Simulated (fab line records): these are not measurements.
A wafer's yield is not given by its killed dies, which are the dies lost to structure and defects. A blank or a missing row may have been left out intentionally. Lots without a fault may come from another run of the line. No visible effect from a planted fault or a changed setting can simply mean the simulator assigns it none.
fab line records    flow n5_finfet
[record] lots = 5  wafers = 15  last_day = 18
route steps=1938 shown BEOL_M14@1750 PASSIVATION@1936
lots that met no fault: from a run of the same line without faults
start_h: start of the lot's first displayed wafer, in hours after the record's first day    wait_h: how many hours have passed since the lot's step before this one    " as in the row above    L1.1+2: several wafers, shown together as one row    - no value present, or no start provided    * or withheld: withheld    < > ~ a bound
route shown NAME@n: names a module that has steps shown in the file, with the first one's number in the route    usual: mean and standard deviation over wafers with no fault    same: alike in all rows    chamber/n: place in a boat    sites: the reading at each site    _std_site: the standard deviation of these    _edge_site: inner sites' mean taken away from outer sites' mean    radius_mm: how far each site lies from the wafer's centre    mask NAME#n: copy n    behind: the tool/chamber that last shaped the wafer    hold: reason for holding the lot/hours on hold/outcome of the hold    device: names the non-switching transistor (n, p or np)    end of line: the route-end tests of the same wafers    a step with no rows: only its recipe    killed: at the first sort, the dies lost to defects and structure; wafer yield is something else    map: a wafer's dies, marking killed ones x, the rest . and places with no die _
set.NAME: setting as actually run; set.NAME@STEP: the setting as run at that earlier step    model.NAME: the simulator's own value behind a step, which no gauge read
certain route steps with their lots: each step a table, each wafer a row
services: from which hour (start_h, from the record's first day; less than 0 if before it) a tool's chamber was out of use, for how many hours, and why
[[steps]]
[step N5_BEOL_M14_ETCH_67]
[recipe] chemistry = CF4  target = SiARC  target_depth_a = 1430  time_s = 238.3  ion_energy_ev = 80  pressure_mtorr = 40  source_w = 545  bias_w = 36  Ar_flow_sccm = 100  cf4_flow_sccm = 100  ends = cleared
[usual] cf4_flow_sccm = 99.98/0.29  drypump_motor_current_A = 5.6/0.46  etch_rf_on_time_s = 235/5.7  oes_product_au = 0.69/0.07  rf_vpp_V = 184.1/1.3  showerhead_plenum_p_Torr = 2.15/0.078  throttle_valve_pct = 15.58/0.26
lot.wafer  tool         chamber  start_h  wait_h  cf4_flow_sccm  drypump_motor_current_A  etch_rf_on_time_s  oes_product_au  rf_hours_counter_h  rf_vpp_V  showerhead_plenum_p_Torr  throttle_valve_pct
L204.1     rie_diel-06  0        263.10   0.0     100.05         5.8                      232                0.74            61                  183.7     2.27                      15.70
L204.4     "            3        "        "       99.98          6.0                      234                0.65            154                 185.5     2.22                      15.75
L204.5     "            1        "        "       99.98          5.8                      246                0.62            -                   182.6     2.06                      15.74
L208.2     rie_diel-04  3        294.36   0.0     100.06         5.7                      226                0.65            197                 183.4     2.05                      15.91
L208.4     "            1        "        "       99.78          5.9                      233                0.60            216                 185.3     2.19                      15.49
L208.5     "            3        "        "       99.64          5.8                      228                0.64            -                   182.7     2.05                      15.90
L215.1     rie_diel-06  1        318.51   0.0     99.90          5.8                      240                0.62            188                 182.6     2.05                      15.78
L215.2     "            3        "        "       99.24          6.0                      234                0.63            170                 184.9     2.22                      15.77
L215.6     "            0        "        "       99.93          5.8                      227                0.72            -                   185.8     2.27                      15.74
L218.2     rie_diel-06  0        346.97   0.0     100.17         5.8                      231                0.71            88                  184.1     2.26                      15.77
L218.3     "            3        "        "       100.06         6.0                      234                0.63            181                 183.7     2.21                      15.80
L218.5     "            2        "        "       100.37         5.0                      235                0.77            -                   182.9     2.10                      15.04
L225.1     rie_diel-05  3        416.74   0.0     100.11         5.6                      228                0.74            50                  184.8     2.17                      15.61
L225.5     "            3        "        "       100.18         5.6                      229                0.73            -                   183.4     2.17                      15.62
L225.6     "            1        "        "       99.12          5.1                      233                0.71            -                   183.8     2.17                      15.71
[step N5_BEOL_M14_ETCH_68]
[recipe] chemistry = N2/H2  target = SOC  mask_material = SiARC  source_w = 3000  bias_w = 350  temp_c = 40  time_s = 450  ion_energy_ev = 200  pressure_mtorr = 30  n2_flow_sccm = 200  h2_flow_sccm = 200
[step N5_BEOL_M14_STRIP_69]
[recipe] chemistry = N2/H2  temp_c = 40  n2_flow_sccm = 200  h2_flow_sccm = 200  rf_frequency_hz = 6e+07
[step N5_BEOL_M14_TRENCH_ETCH_34]
[recipe] chemistry = C4F8/O2/Ar  target = SiO2  target_depth_a = 5566.5  mask_material = SOC  he_inner_torr = 15  he_outer_torr = 30  time_s = 126.9  ion_energy_ev = 800  pressure_mtorr = 20  source_w = 1905  bias_w = 2040  Ar_flow_sccm = 400  C4F8_flow_sccm = 16  O2_flow_sccm = 12
[usual] drypump_motor_current_A = 5.6/0.46  oes_product_au = 0.80/0.082  rf_vpp_V = 2240/45  showerhead_plenum_p_Torr = 3.45/0.12  throttle_valve_pct = 30.8/0.35
lot.wafer  tool         chamber  start_h  wait_h  drypump_motor_current_A  oes_product_au  rf_hours_counter_h  rf_vpp_V  showerhead_plenum_p_Torr  throttle_valve_pct
L204.1     rie_diel-06  0        263.52   0.0     5.8                      0.87            61                  2162      3.63                      31.0
L204.4     "            3        "        "       6.0                      0.76            154                 2200      3.57                      31.1
L204.5     "            1        "        "       5.8                      0.73            -                   2287      3.31                      31.0
L208.2     rie_diel-04  3        294.78   0.0     5.8                      0.75            197                 2216      3.28                      31.1
L208.4     "            1        "        "       5.9                      0.70            216                 2300      3.52                      30.6
L208.5     "            3        "        "       5.8                      0.75            -                   2217      3.28                      31.1
L215.1     rie_diel-06  1        318.93   0.0     5.8                      0.73            189                 2287      3.30                      31.0
L215.2     "            3        "        "       6.0                      0.74            171                 2200      3.56                      31.1
L215.6     "            0        "        "       5.8                      0.86            -                   2161      3.62                      31.0
L218.2     rie_diel-06  0        347.39   0.0     5.8                      0.85            88                  2161      3.62                      31.1
L218.3     "            3        "        "       6.0                      0.73            182                 2200      3.55                      31.1
L218.5     "            2        "        "       4.9                      0.90            -                   2258      3.34                      30.2
L225.1     rie_diel-05  3        417.16   0.0     5.5                      0.85            51                  2231      3.46                      30.7
L225.5     "            3        "        "       5.5                      0.85            -                   2232      3.46                      30.7
L225.6     "            1        "        "       5.2                      0.82            -                   2290      3.50                      31.3
[step N5_BEOL_M14_STRIP_70]
[recipe] chemistry = C4F8/O2/Ar  resist = SiARC  rf_frequency_hz = 6e+07
[step N5_BEOL_M14_OCD_MEAS_35]
[usual] trench_depth_nm = 563/13
lot.wafer  tool    chamber  start_h  wait_h  trench_depth_nm
L204.1     ocd-01  -        263.67   0.0     576
L204.4     "       -        "        "       564
L204.5     "       -        "        "       539
L208.2     ocd-02  -        294.94   0.0     569
L208.4     "       -        "        "       553
L208.5     "       -        "        "       567
L215.1     ocd-01  -        319.08   0.0     546
L215.2     "       -        "        "       563
L215.6     "       -        "        "       586
L218.2     ocd-02  -        347.54   0.0     578
L218.3     "       -        "        "       561
L218.5     "       -        "        "       566
L225.1     ocd-01  -        417.31   0.0     577
L225.5     "       -        "        "       576
L225.6     "       -        "        "       565
[step N5_BEOL_M14_STRIP_37]
[recipe] chemistry = O2  power_w = 600  temp_c = 60  pressure_mtorr = 30  rf_frequency_hz = 6e+07  bias_power_w = 0  overash_fraction = 0.3  o2_flow_sccm = 225
[step N5_BEOL_M14_ETCH_38]
[recipe] chemistry = CF4/N2  target = SiCN  target_depth_a = 1065  taper_deg = 2  time_s = 120.6  ion_energy_ev = 150  mask_material = SiO2  pressure_mtorr = 40  source_w = 430  bias_w = 70  Ar_flow_sccm = 100  cf4_flow_sccm = 60  n2_flow_sccm = 60
[usual] cf4_flow_sccm = 59.99/0.18  drypump_motor_current_A = 5.6/0.45  oes_product_au = 0.79/0.079  rf_vpp_V = 382.2/2.2  showerhead_plenum_p_Torr = 2.21/0.082  throttle_valve_pct = 15.45/0.26
lot.wafer  tool         chamber  start_h  wait_h  cf4_flow_sccm  drypump_motor_current_A  oes_product_au  rf_hours_counter_h  rf_vpp_V  showerhead_plenum_p_Torr  throttle_valve_pct
L204.1     rie_diel-04  2        -        -       60.19          5.8                      0.79            114                 382.8     2.22                      15.55
L204.4     "            1        "        "       59.93          5.9                      0.71            206                 383.6     2.26                      15.27
L204.5     "            1        "        "       59.80          5.9                      0.71            -                   385.0     2.27                      15.27
L208.2     rie_diel-06  2        -        -       60.08          4.9                      0.94            23                  382.4     2.16                      14.82
L208.4     "            1        "        "       59.84          5.8                      0.73            181                 380.0     2.12                      15.60
L208.5     "            2        "        "       59.79          5.0                      0.95            -                   381.2     2.16                      14.82
L215.1     rie_diel-06  0        -        -       60.12          5.8                      0.85            79                  385.9     2.34                      15.56
L215.2     "            2        "        "       59.78          4.9                      0.93            30                  381.8     2.16                      14.84
L215.6     "            0        "        "       60.15          5.8                      0.85            -                   385.2     2.34                      15.56
L218.2     rie_diel-06  1        -        -       59.95          5.8                      0.71            200                 379.9     2.11                      15.64
L218.3     "            3        "        "       59.84          6.0                      0.73            182                 385.5     2.29                      15.66
L218.5     "            2        "        "       60.00          5.0                      0.91            -                   380.2     2.16                      14.85
L225.1     rie_diel-06  1        -        -       59.82          5.8                      0.71            220                 380.2     2.10                      15.68
L225.5     "            0        "        "       59.97          5.8                      0.82            -                   383.1     2.33                      15.63
L225.6     "            3        "        "       60.01          6.0                      0.72            -                   383.5     2.28                      15.68
[step N5_BEOL_M14_PRECLEAN_39]
[recipe] chemistry = residue_remover  time_s = 60  temp_c = 40
[step N5_BEOL_M14_SRD_40]
[recipe] time_s = 30  temp_c = 23  rinse_liquid = diw  dry = n2_spin  spin_rpm = 1500  dry_time_s = 30
[step N5_BEOL_M14_DEGAS_41]
[recipe] ambient = vacuum  temp_c = 300  time_s = 60
[usual] heater_power_w = 465/39
lot.wafer  tool            chamber  start_h  wait_h  heater_power_w
L204.1     pvd_sputter-03  -        265.29   0.2     459
L204.4     "               -        "        "       413
L204.5     "               -        "        "       426
L208.2     pvd_sputter-02  -        298.44   0.3     497
L208.4     "               -        "        "       456
L208.5     "               -        "        "       461
L215.1     pvd_sputter-02  -        321.20   0.5     458
L215.2     "               -        "        "       441
L215.6     "               -        "        "       452
L218.2     pvd_sputter-03  -        348.72   0.2     546
L218.3     "               -        "        "       413
L218.5     "               -        "        "       406
L225.1     pvd_sputter-03  -        418.57   0.5     424
L225.5     "               -        "        "       466
L225.6     "               -        "        "       412
[step N5_BEOL_M14_PRE_CLEAN_42]
[recipe] gas = H2/He  time_s = 30  temp_c = 300
[step N5_BEOL_M14_SPUTTER_43]
[recipe] material = TaN  target_thk_a = 150  temp_c = 50  bias_v = 168.6  power_w = 15000  chamber_pressure_pa = 0.12  time_s = 24.19
[usual] throttle_valve_pct = 30.0/1.1
lot.wafer  tool            chamber  start_h  wait_h  throttle_valve_pct  model.TaN_of_BEOL_M14_SPUTTER_43.thk_nm
L204.1     pvd_sputter-03  -        265.37   0.0     30.6                15
L204.4     "               -        "        "       29.6                14.8
L204.5     "               -        "        "       31.3                15.2
L208.2     pvd_sputter-02  -        298.52   0.0     29.7                15
L208.4     "               -        "        "       28.8                15.2
L208.5     "               -        "        "       29.1                15.2
L215.1     pvd_sputter-02  -        321.28   0.0     29.3                15.2
L215.2     "               -        "        "       29.2                15.2
L215.6     "               -        "        "       28.4                12.8
L218.2     pvd_sputter-03  -        348.80   0.0     32.8                15.2
L218.3     "               -        "        "       29.5                14.8
L218.5     "               -        "        "       29.6                15.2
L225.1     pvd_sputter-03  -        418.65   0.0     30.7                14.8
L225.5     "               -        "        "       30.4                15
L225.6     "               -        "        "       31.1                14.8
[step N5_BEOL_M14_SPUTTER_44]
[recipe] material = Ta  target_thk_a = 150  temp_c = 50  bias_v = 80  power_w = 15000  chamber_pressure_pa = 0.07  time_s = 24.19
[usual] throttle_valve_pct = 30.0/1.1
lot.wafer  tool            chamber  start_h  wait_h  throttle_valve_pct
L204.1     pvd_sputter-03  -        265.45   0.0     30.5
L204.4     "               -        "        "       29.4
L204.5     "               -        "        "       31.1
L208.2     pvd_sputter-02  -        298.60   0.0     29.6
L208.4     "               -        "        "       29.2
L208.5     "               -        "        "       28.9
L215.1     pvd_sputter-02  -        321.36   0.0     29.2
L215.2     "               -        "        "       29.3
L215.6     "               -        "        "       28.8
L218.2     pvd_sputter-03  -        348.88   0.0     32.7
L218.3     "               -        "        "       29.6
L218.5     "               -        "        "       29.2
L225.1     pvd_sputter-03  -        418.73   0.0     31.2
L225.5     "               -        "        "       30.3
L225.6     "               -        "        "       31.1
[step N5_PASSIVATION_PROBE_49]
[usual] defect_limited_yield = 91.0/1.6  killed_at_M0_to_M3 = 35/11  killed_at_M4_up = 14/5.3  killed_at_contacts = 13/6.7  killed_at_front_end = 41/12  killed_at_other = 3.9/2.7  killed_dies = 106/19  killed_open = 70/14  killed_short = 35/8.8  sort_bin_5_function = 5.3/1  sort_bin_6_memory = 3.3/0.81  sort_n_pass = 1073/19  sort_yield_pct = 91.0/1.6
[same] gross_dies = 1180  killed_at_back_side = 0  sort_bin_4_leakage[%] = 0  sort_bin_8_speed[%] = 0
lot.wafer  tool       chamber  start_h  wait_h  defect_limited_yield[%]  killed_at_M0_to_M3  killed_at_M4_up  killed_at_contacts  killed_at_front_end  killed_at_other  killed_dies  killed_open  killed_short  sort_bin_5_function[%]  sort_bin_6_memory[%]  sort_n_pass  sort_yield_pct[%]
L208.2     prober-01  -        319.08   0.1     93.9                     20                  23               11                  17                   1                72           47           23            3.6                     2.3                   1108         93.9
L208.4     prober-01  -        319.18   0.2     91.5                     31                  20               13                  34                   2                100          58           38            4.9                     3.4                   1080         91.5
L208.5     prober-01  -        319.23   0.2     94.6                     16                  14               10                  20                   4                64           39           21            3.1                     2.2                   1116         94.6
L215.6     prober-01  -        344.00   0.3     89.2                     47                  8                23                  49                   0                127          82           35            6.3                     3.5                   1053         89.2
L218.2     prober-02  -        370.69   0.1     91.5                     32                  12               11                  40                   5                100          64           36            4.7                     3.4                   1080         91.5
L218.3     prober-02  -        370.74   0.1     91.6                     40                  2                6                   44                   7                99           55           44            4.7                     3.2                   1081         91.6
L218.5     prober-02  -        370.84   0.2     92.5                     20                  12               10                  45                   1                88           55           33            4.4                     2.9                   1092         92.5
// killed by level:class
L208.2 BEOL_M4:geometric_particle:open=10 MOL_CONTACT_COAG:geometric_particle:open=6 BEOL_M0_SAQP:geometric_particle:open=6 MOL_CONTACT_COAG:geometric_particle:short=5 BEOL_M0_SAQP:geometric_particle:short=5 FIN_SAQP:geometric_particle:open=4 BEOL_M1:geometric_particle:open=4 FIN_SAQP:geometric_particle:short=3
L208.4 BEOL_M0_SAQP:geometric_particle:open=11 MOL_CONTACT_COAG:geometric_particle:open=9 BEOL_M4:geometric_particle:open=8 STI_FIN_REVEAL:geometric_particle:open=7 FIN_SAQP:geometric_particle:short=6 BEOL_M2:geometric_particle:open=6 MOL_CONTACT_COAG:geometric_particle:short=4 STI_FIN_REVEAL:geometric_particle:short=3
L208.5 MOL_CONTACT_COAG:geometric_particle:open=6 BEOL_M4:geometric_particle:open=6 BEOL_M0_SAQP:geometric_particle:short=5 GATE_CUT:geometric_particle:open=4 MOL_CONTACT_COAG:geometric_particle:short=4 BEOL_M3:geometric_particle:open=4 FIN_SAQP:geometric_particle:short=2 STI_FIN_REVEAL:geometric_particle:short=2
L215.6 MOL_CONTACT_COAG:geometric_particle:open=21 STI_FIN_REVEAL:geometric_particle:open=14 BEOL_M2:geometric_particle:open=9 FIN_SAQP:geometric_particle:short=8 BEOL_M3:geometric_particle:open=8 BEOL_M0_SAQP:geometric_particle:open=8 BEOL_M0_SAQP:geometric_particle:short=8 HKMG_FIN:area_etch=8
L218.2 BEOL_M3:geometric_particle:open=14 FIN_SAQP:geometric_particle:short=13 MOL_CONTACT_COAG:geometric_particle:open=11 STI_FIN_REVEAL:geometric_particle:open=6 BEOL_M0_SAQP:geometric_particle:short=6 BEOL_M1:geometric_particle:open=6 FIN_SAQP:geometric_particle:open=5 BEOL_M4:geometric_particle:open=5
L218.3 BEOL_M0_SAQP:geometric_particle:short=15 BEOL_M0_SAQP:geometric_particle:open=11 FIN_SAQP:geometric_particle:open=7 STI_FIN_REVEAL:geometric_particle:open=7 GATE_CUT:geometric_particle:open=6 FIN_SAQP:geometric_particle:short=5 GATE_CUT:geometric_particle:short=5 BEOL_M2:geometric_particle:open=5
L218.5 STI_FIN_REVEAL:geometric_particle:open=14 MOL_CONTACT_COAG:geometric_particle:open=9 FIN_SAQP:geometric_particle:short=7 STI_FIN_REVEAL:geometric_particle:short=7 BEOL_M8:geometric_particle:open=6 GATE_CUT:geometric_particle:short=5 BEOL_M1:geometric_particle:open=5 FIN_SAQP:geometric_particle:open=4
[[services]]
tool            chamber  start_h  hours  kind
rie_diel-05     3        240.19   -      clean
rie_diel-05     3        240.19   -      consumable_replace:focus_ring
rie_diel-05     3        240.19   20.8   scheduled_down
rie_diel-05     3        240.19   20.8   vent_cycle
rie_diel-04     -        246.59   4.3    pm
rie_diel-04     3        270.27   1.4    repair
rie_diel-05     1        276.52   6.8    repair
pvd_sputter-03  -        294.50   0.8    repair
rie_diel-05     2        314.84   9.9    repair
rie_diel-04     -        349.59   0.2    repair
rie_diel-04     1        363.68   6.5    repair
pvd_sputter-03  -        376.74   2.5    repair
rie_diel-05     3        386.33   11.0   repair
rie_diel-06     3        389.38   10.4   repair
rie_diel-04     1        404.29   -      clean
rie_diel-04     1        404.29   -      consumable_replace:focus_ring
rie_diel-04     1        404.29   22.2   scheduled_down
rie_diel-04     1        404.29   22.2   vent_cycle
rie_diel-05     0        407.05   -      clean
rie_diel-05     0        407.05   -      consumable_replace:esc
rie_diel-05     0        407.05   -      consumable_replace:focus_ring
rie_diel-05     0        407.05   27.8   scheduled_down
pvd_sputter-02  -        410.52   0.9    repair
pvd_sputter-02  -        415.84   1.9    repair
[[key]]
first_sign none at tools or gauges
[model_effect] step = N5_BEOL_M14_SPUTTER_43  value = TaN_of_BEOL_M14_SPUTTER_43.thk_nm  without = 15  struck = 12.8
met_at N5_BEOL_M14_SPUTTER_43
struck_wafers L215.6
onset_between 298.52 321.28
[fault] kind = process_parameter_drift  tool = pvd_sputter-02  chamber = -  onset_h = 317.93  steps = N5_BEOL_M14_SPUTTER_43  channel = time_s  offset = *  shape = step  end_h = 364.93  scope = struck_wafers_only  acts_in = *  stated = *
